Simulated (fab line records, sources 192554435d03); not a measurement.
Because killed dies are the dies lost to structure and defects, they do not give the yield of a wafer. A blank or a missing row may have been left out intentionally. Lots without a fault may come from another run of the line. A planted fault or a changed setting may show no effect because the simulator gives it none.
Lot-split experiment	flow n5 finfet	on a route of 1938 steps: 7 lots, 21 wafers read

ON THE SPLIT
At N5_BEOL_M11_VIA_ETCH_34 (etches SiCOH lowk in C4F6/O2, target depth 184.5 nm, time 69.2 s), the setting time s was moved away from the recipe's 69.2 s on 7 of the 21 wafers read, by -13.9% to +17.4%. This setting was run at the recipe's value on the other wafers.

Reading taken at the split's own step.

THE READING
SOC_of_BEOL_M11_COAT_63.thk nm (the simulator's own value, which no gauge read), in nm, at N5_BEOL_M11_VIA_ETCH_34 (etches SiCOH lowk in C4F6/O2, target depth 184.5 nm, time 69.2 s). The file gives no usual value for it. Across the 14 wafers here that went through the recipe, the average is 91.9 nm and the standard deviation 0.38 nm.

wafer	tool, chamber at the split	time s as run, s	against the recipe	SOC_of_BEOL_M11_COAT_63.thk nm, nm	against lot-mates on the recipe
L075.1	rie diel-04, 0	69.2	recipe	91.6	-
L075.2	rie diel-04, 1	81.27	+17.4%	90.4	-1.0
L075.6	rie diel-04, 2	69.2	recipe	91.2	-
L077.2	rie diel-03, 0	76.17	+10.1%	91.4	-1.4
L077.5	rie diel-03, 2	76.17	+10.1%	91.4	-1.4
L077.6	rie diel-03, 1	69.2	recipe	92.8	-
L081.1	rie diel-03, 3	76.68	+10.8%	90.8	-1.4
L081.3	rie diel-03, 1	76.68	+10.8%	91.4	-0.8
L081.6	rie diel-03, 0	69.2	recipe	92.2	-
L083.3	rie diel-06, 1	69.2	recipe	91.6	-
L083.4	rie diel-06, 1	69.2	recipe	91.6	-
L083.5	rie diel-06, 0	59.59	-13.9%	92.8	+1.2
L084.1	rie diel-04, 3	59.62	-13.8%	93.2	+1.2
L084.5	rie diel-04, 2	69.2	recipe	91.8	-
L084.6	rie diel-04, 1	69.2	recipe	92.2	-
L096.1	rie diel-06, 3	69.2	recipe	92.2	-
L096.4	rie diel-06, 1	69.2	recipe	92.2	-
L096.6	rie diel-06, 2	69.2	recipe	91.8	-
L095.1	rie diel-06, 0	69.2	recipe	92	-
L095.2	rie diel-06, 1	69.2	recipe	91.8	-
L095.3	rie diel-06, 3	69.2	recipe	91.6	-

FIT RESULTS
A straight line over all 21 wafers: SOC_of_BEOL_M11_COAT_63.thk nm changes by -0.0753 nm for each +1% of time s; r = -0.84; the points scatter about the line by 0.36 nm.
The same after taking each lot's own level away (the mean of its wafers on the recipe; 21 wafers): -0.0903 nm for each +1%; r = -0.93; scatter 0.27 nm.
According to that fit, moving time s by its largest amount changes the reading by 1.6 nm.
Measured against the standard deviation above, the lots' own levels, which go from 91.40 to 92.80 nm, span 3.6 times it.
Hence the slope depends on the lot-to-lot level, as the two fits are not the same.
Check: for one of the wafers moved furthest among these (+17.4%), held out of the fit, the line's prediction against its lot-mates is -1.85 nm. It came out at -1 nm against them.

THE OTHER SPLITS THESE WAFERS WENT THROUGH
Before the reading, these wafers also passed through other splits. Each is held against what the fit with the lots' levels taken away leaves over:
other split on the same wafers	wafers away from the commonest value	r with SOC_of_BEOL_M11_COAT_63.thk nm (lot level and that fit taken away)
N5_BEOL_M7_DESCUM_33 time s	11	+0.00
N5_BEOL_M7_ALD_77 ald cycles	7	-0.34
N5_BEOL_M8_ILD_DEP_00 time s	9	-0.20
N5_BEOL_M9_HM_DEP_02 target thk a	5	+0.22
N5_BEOL_M9_DESCUM_16 time s	4	-0.27
N5_BEOL_M11_PECVD_70 temp c	10	-0.05

THE WHOLE CHAIN: every reading that the file lists as answering this split, in the file's order
step	what it does	reading	change (the file's fit)	r (the file's)
N5_BEOL_M11_VIA_ETCH_34	etches SiCOH lowk in C4F6/O2, target depth 184.5 nm, time 69.2 s	etch.depth nm (the simulator's own value, which no gauge read)	+2.14 nm for each +1% of the setting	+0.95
N5_BEOL_M11_VIA_ETCH_34	etches SiCOH lowk in C4F6/O2, target depth 184.5 nm, time 69.2 s	SOC_of_BEOL_M11_COAT_63.thk nm (the simulator's own value, which no gauge read)	-0.0846 nm for each +1% of the setting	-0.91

FILE'S OWN FIT
SOC_of_BEOL_M11_COAT_63.thk nm changes by -0.0846 nm for each +1% of time s, r = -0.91.
